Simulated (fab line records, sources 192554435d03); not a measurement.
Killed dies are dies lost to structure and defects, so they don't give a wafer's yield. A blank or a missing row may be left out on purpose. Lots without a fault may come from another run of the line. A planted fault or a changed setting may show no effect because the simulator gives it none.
Split-lot experiment | flow n5_finfet | 7 lots, 21 wafers read, on a route of 1938 steps

THE SPLIT
At N5_BEOL_M5_VIA_ETCH_34 (etches SiCOH lowk in C4F6/O2, target depth 88.3 nm, time 39.2 s), the setting source_w was moved away from the recipe's 345 W on 8 of the 21 wafers read, by -16.9% to +7.0%. The other wafers ran this setting at the recipe's value.

The reading is taken at the split's own step.

THE READING
rf_vpp_V, in V, at N5_BEOL_M5_VIA_ETCH_34 (etches SiCOH lowk in C4F6/O2, target depth 88.3 nm, time 39.2 s). Fault-free wafers of this fab line usually give 665 V, standard deviation 11 V.

wafer  | tool, chamber at the split | source_w as run, W | against the recipe | rf_vpp_V, V | against lot-mates on the recipe
L076.3 | rie_diel-06, 3             | 286.7              | -16.9%             | 720         | +66
L076.4 | rie_diel-06, 0             | 345                | recipe             | 654         | -
L076.6 | rie_diel-06, 2             | 286.7              | -16.9%             | 747         | +93
L077.1 | rie_diel-06, 0             | 304.2              | -11.8%             | 698         | +40
L077.2 | rie_diel-06, 1             | 345                | recipe             | 664         | -
L077.5 | rie_diel-06, 0             | 345                | recipe             | 653         | -
L085.1 | rie_diel-05, 2             | 345                | recipe             | 649         | -
L085.4 | rie_diel-05, 3             | 322.8              | -6.4%              | 689         | +40
L085.5 | rie_diel-05, 0             | 322.8              | -6.4%              | 708         | +59
L088.1 | rie_diel-03, 0             | 345                | recipe             | 674         | -
L088.4 | rie_diel-03, 2             | 345                | recipe             | 671         | -
L088.5 | rie_diel-03, 1             | 345                | recipe             | 667         | -
L093.1 | rie_diel-05, 2             | 345                | recipe             | 648         | -
L093.3 | rie_diel-05, 0             | 345                | recipe             | 682         | -
L093.6 | rie_diel-05, 0             | 314.9              | -8.7%              | 718         | +53
L094.2 | rie_diel-03, 2             | 345                | recipe             | 669         | -
L094.5 | rie_diel-03, 2             | 345                | recipe             | 670         | -
L094.6 | rie_diel-03, 3             | 345                | recipe             | 670         | -
L092.1 | rie_diel-03, 0             | 369.1              | +7.0%              | 652         | -18
L092.2 | rie_diel-03, 1             | 369.1              | +7.0%              | 646         | -24
L092.3 | rie_diel-03, 3             | 345                | recipe             | 670         | -

THE FIT
A straight line over all 21 wafers: rf_vpp_V changes by -3.82 V for each +1% of source_w; r = -0.90; the points scatter about the line by 12 V.
The same after taking each lot's own level away (the mean of its wafers on the recipe; 21 wafers): -4.52 V for each +1%; r = -0.93; scatter 11 V.
On that fit, the largest move of source_w shifts the reading by 76 V.
The lots' own levels span 649.0 to 670.7 V, that is 2.0 times the standard deviation above.
So the lot-to-lot level changes the slope: the two fits differ.
Check: with one of the wafers moved furthest among these (-16.9%) left out of the fit, the line predicts +85.4 V for it against its lot-mates. It came out at +66 V against them.
Tool readings at the split's step, against how far the setting was moved: rf_vpp_V r = -0.90.

OTHER SPLITS ON THESE WAFERS
These wafers also went through other splits before the reading. Each is held against what the fit with the lots' levels taken away leaves over:
other split on the same wafers | wafers away from the commonest value | r with rf_vpp_V (lot level and that fit taken away)
N5_BEOL_M4_DESCUM_33 time_s    | 10                                   | +0.05

THE FILE'S OWN FIT
rf_vpp_V changes by -4.65 V for each +1% of source_w, r = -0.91.
